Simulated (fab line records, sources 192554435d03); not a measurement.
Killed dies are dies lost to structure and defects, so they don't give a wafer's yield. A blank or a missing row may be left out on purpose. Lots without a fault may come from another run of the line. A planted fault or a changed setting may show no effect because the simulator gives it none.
Problem report in the 8D (eight disciplines) form, filled by code | flow n5_finfet | the parts of the form that need people (team, actions taken, sign-off) are left out

1. THE PROBLEM
h2_flow_sccm at N5_BEOL_M6_STRIP_36 reads a mean of 220.5 sccm on 6 wafers of 2 lots; wafers without a fault read 200.0 sccm with a standard deviation of 0.59. That is +35 standard deviations from the usual mean.
The step: strips in N2/H2.
First seen on wafer L761.2, day 12 05:50, on rie_diel-06. The record holds 18 wafers of 6 lots with a number at this step. Rule for "out", or "out of limits": more than 4 standard deviations from the usual mean. The other wafers with a number count as sound.

2. WHAT IT IS AND WHAT IT IS NOT
question                    | is                     | is not
which readings at this step | h2_flow_sccm           | drypump_motor_current_A, oes_product_au, rf_vpp_V, showerhead_plenum_p_Torr
which lots                  | L761, L763             | L767, L770, L772, L774
which wafers of those lots  | all that have a number | -
read on which tools         | rie_diel-06            | rie_diel-02
when                        | from day 12 05:50      | up to then (0 sound wafers); but 12 sound wafers of L767, L770, L772, L774 came after

3. SUSPECTS, AND WHAT RULES EACH OUT
Counting: a tool at a process step up to the reading stays a suspect if it ran every lot that is out and no sound lot after the first of them.
- rie_diel-06 at N5_BEOL_M6_ETCH_72 (etches underlayer in N2/H2, target depth 6.5 nm, time 5.2 s): ruled out as a lasting fault. Sound lots L774 ran on it after its first lot that is out, L761 (day 12 05:38).
- rie_diel-06 at N5_BEOL_M6_ETCH_65 (etches SiARC in CF4, target depth 15.6 nm, time 26 s): ruled out as a lasting fault. Sound lots L774 ran on it after its first lot that is out, L761 (day 12 05:39).
- rie_diel-06 at N5_BEOL_M6_ETCH_66 (etches SOC in N2/H2, target depth 80 nm, overetch 16 nm, time 120 s): ruled out as a lasting fault. Sound lots L774 ran on it after its first lot that is out, L761 (day 12 05:41).
- rie_diel-06 at N5_BEOL_M6_VIA_ETCH_34 (etches SiCOH lowk in C4F6/O2, target depth 126.3 nm, time 50.9 s): ruled out as a lasting fault. Sound lots L774 ran on it after its first lot that is out, L761 (day 12 05:47).
- rie_diel-06 at N5_BEOL_M6_STRIP_36 (strips in N2/H2): ruled out as a lasting fault. Sound lots L774 ran on it after its first lot that is out, L761 (day 12 05:50).
Left after counting: nothing in the record.

4. THE CAUSE (what the simulator had put in)
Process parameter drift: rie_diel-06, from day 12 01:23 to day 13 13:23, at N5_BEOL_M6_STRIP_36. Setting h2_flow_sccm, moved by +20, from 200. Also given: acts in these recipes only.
Counting ruled it out, wrongly.

5. THE CHAIN OF EFFECTS, in route order
Each row: a reading whose mean over the struck wafers that have a number lies more than 3 standard deviations from the usual. Only readings for which the record gives a usual standard deviation are gone through. hours: the time from each lot's start at the first step in this table that gives one to its start at this step, as a median over the lots. sigmas: the change in usual standard deviations.
hours | step                | reading            | usual      | on struck wafers | change | sigmas
0     | N5_BEOL_M6_STRIP_36 | h2_flow_sccm       | 200.0 sccm | 220.5            | +20.5  | +35
0     | N5_BEOL_M6_STRIP_36 | throttle_valve_pct | 23.5 %     | 24.8             | +1.3   | +3.9
The process steps in it:
- N5_BEOL_M6_STRIP_36: strips in N2/H2.

6. WHAT WOULD HAVE CAUGHT IT SOONER
In this record the first reading out of limits was taken at day 12 05:50, 4 hours after the fault began at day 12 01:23.
